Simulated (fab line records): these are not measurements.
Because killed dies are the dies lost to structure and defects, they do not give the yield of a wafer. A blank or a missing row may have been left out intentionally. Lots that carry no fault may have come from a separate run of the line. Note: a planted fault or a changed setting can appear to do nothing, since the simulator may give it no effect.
Split-lot trial | flow n5 finfet | route with 1938 steps; 7 lots, 21 wafers read

ON THE SPLIT
At N5_BEOL_M6_COAT_64 (time 60 s, resist thk 12 nm), the setting spin rpm was moved away from the recipe's 1500 rpm on 6 of the 21 wafers read, by -11.0% to +4.9%. This setting was run at the recipe's value on the other wafers.

FROM THE SPLIT TO THE READING: what the file shows between them, 5 steps
- N5_BEOL_M6_COAT_71: time 60 s, resist thk 5 nm
- N5_BEOL_M6_COAT_22: resist thk 30 nm
- N5_BEOL_M6_DESCUM_33: chemistry O2, time 7 s
- N5_BEOL_M6_ETCH_72: etches underlayer in N2/H2, target depth 6.5 nm, time 5.2 s
- N5_BEOL_M6_ETCH_65: etches SiARC in CF4, target depth 15.6 nm, time 26 s

THE READING
SiARC_of_BEOL_M6_COAT_64.thk nm (the simulator's own value, which no gauge read), in nm, at N5_BEOL_M6_ETCH_66 (etches SOC in N2/H2, target depth 80 nm, overetch 16 nm, time 120 s). There is no usual value for it anywhere in the file. Across the 15 wafers here that went through the recipe, the average is 6.5 nm and the standard deviation 0.16 nm.

wafer  | tool, chamber at the split | spin rpm as run, rpm | against the recipe | SiARC_of_BEOL_M6_COAT_64.thk nm, nm | against lot-mates on the recipe
L074.4 | litho track-02, 0          | 1500                 | recipe             | 6.4                                 | -
L074.5 | litho track-02, 0          | 1500                 | recipe             | 6.6                                 | -
L074.6 | litho track-02, 0          | 1500                 | recipe             | 6.8                                 | -
L075.2 | litho track-04, 0          | 1500                 | recipe             | 6.4                                 | -
L075.4 | litho track-04, 0          | 1376                 | -8.3%              | 7                                   | +0.6
L075.6 | litho track-04, 0          | 1376                 | -8.3%              | 7                                   | +0.6
L078.2 | litho track-03, 0          | 1335                 | -11.0%             | 7.2                                 | +0.7
L078.3 | litho track-03, 0          | 1500                 | recipe             | 6.6                                 | -
L078.5 | litho track-03, 0          | 1500                 | recipe             | 6.4                                 | -
L080.4 | litho track-03, 0          | 1500                 | recipe             | 6.2                                 | -
L080.6 | litho track-03, 0          | 1500                 | recipe             | 6.2                                 | -
L080.5 | litho track-03, 0          | 1417                 | -5.5%              | 7                                   | +0.8
L083.2 | litho track-04, 0          | 1500                 | recipe             | 6.4                                 | -
L083.3 | litho track-04, 0          | 1500                 | recipe             | 6.6                                 | -
L083.4 | litho track-04, 0          | 1342                 | -10.5%             | 7.2                                 | +0.7
L085.2 | litho track-02, 0          | 1500                 | recipe             | 6.4                                 | -
L085.3 | litho track-02, 0          | 1500                 | recipe             | 6.4                                 | -
L085.4 | litho track-02, 0          | 1500                 | recipe             | 6.6                                 | -
L086.3 | litho track-03, 0          | 1573                 | +4.9%              | 6.2                                 | -0.4
L086.5 | litho track-03, 0          | 1500                 | recipe             | 6.6                                 | -
L086.6 | litho track-03, 0          | 1500                 | recipe             | 6.6                                 | -

FIT RESULTS
A straight line over all 21 wafers: SiARC_of_BEOL_M6_COAT_64.thk nm changes by -0.0664 nm for each +1% of spin rpm; r = -0.89; the points scatter about the line by 0.15 nm.
The same after taking each lot's own level away (the mean of its wafers on the recipe; 21 wafers): -0.0735 nm for each +1%; r = -0.93; scatter 0.13 nm.
Per that fit: largest spin rpm move, reading shift of 0.81 nm.
Across the lots, their own levels run from 6.20 to 6.60 nm, a range of 2.5 times the standard deviation given above.
Consequently the slope shifts little with the lot-to-lot level, the two slopes agreeing.
Check: with one of the wafers moved furthest among these (-11.0%) left out of the fit, the line predicts +0.862 nm for it against its lot-mates. It came out at +0.7 nm against them.

OTHER SPLITS ON THESE WAFERS
Before the reading, these wafers also passed through other splits. Each is held against what the fit with the lots' levels taken away leaves over:
other split on the same wafers | wafers away from the commonest value | r with SiARC_of_BEOL_M6_COAT_64.thk nm (lot level and that fit taken away)
N5_BEOL_M6_ETCH_61 bias w      | 12                                   | -0.03

THE WHOLE CHAIN: every reading that the file lists as answering this split, in the file's order
step               | what it does                                                        | reading                                                                          | change (the file's fit)                | r (the file's)
N5_BEOL_M6_COAT_64 | time 60 s, resist thk 12 nm                                         | SiARC_of_BEOL_M6_COAT_64.thk nm (the simulator's own value, which no gauge read) | -0.0716 nm for each +1% of the setting | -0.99
N5_BEOL_M6_ETCH_65 | etches SiARC in CF4, target depth 15.6 nm, time 26 s                | etch rf on time s                                                                | withheld for each +1% of the setting   | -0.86
N5_BEOL_M6_ETCH_65 | etches SiARC in CF4, target depth 15.6 nm, time 26 s                | etch.depth nm (the simulator's own value, which no gauge read)                   | -0.0651 nm for each +1% of the setting | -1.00
N5_BEOL_M6_ETCH_66 | etches SOC in N2/H2, target depth 80 nm, overetch 16 nm, time 120 s | SiARC_of_BEOL_M6_COAT_64.thk nm (the simulator's own value, which no gauge read) | -0.0745 nm for each +1% of the setting | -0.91

FILE'S OWN FIT
SiARC_of_BEOL_M6_COAT_64.thk nm changes by -0.0745 nm for each +1% of spin rpm, r = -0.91.
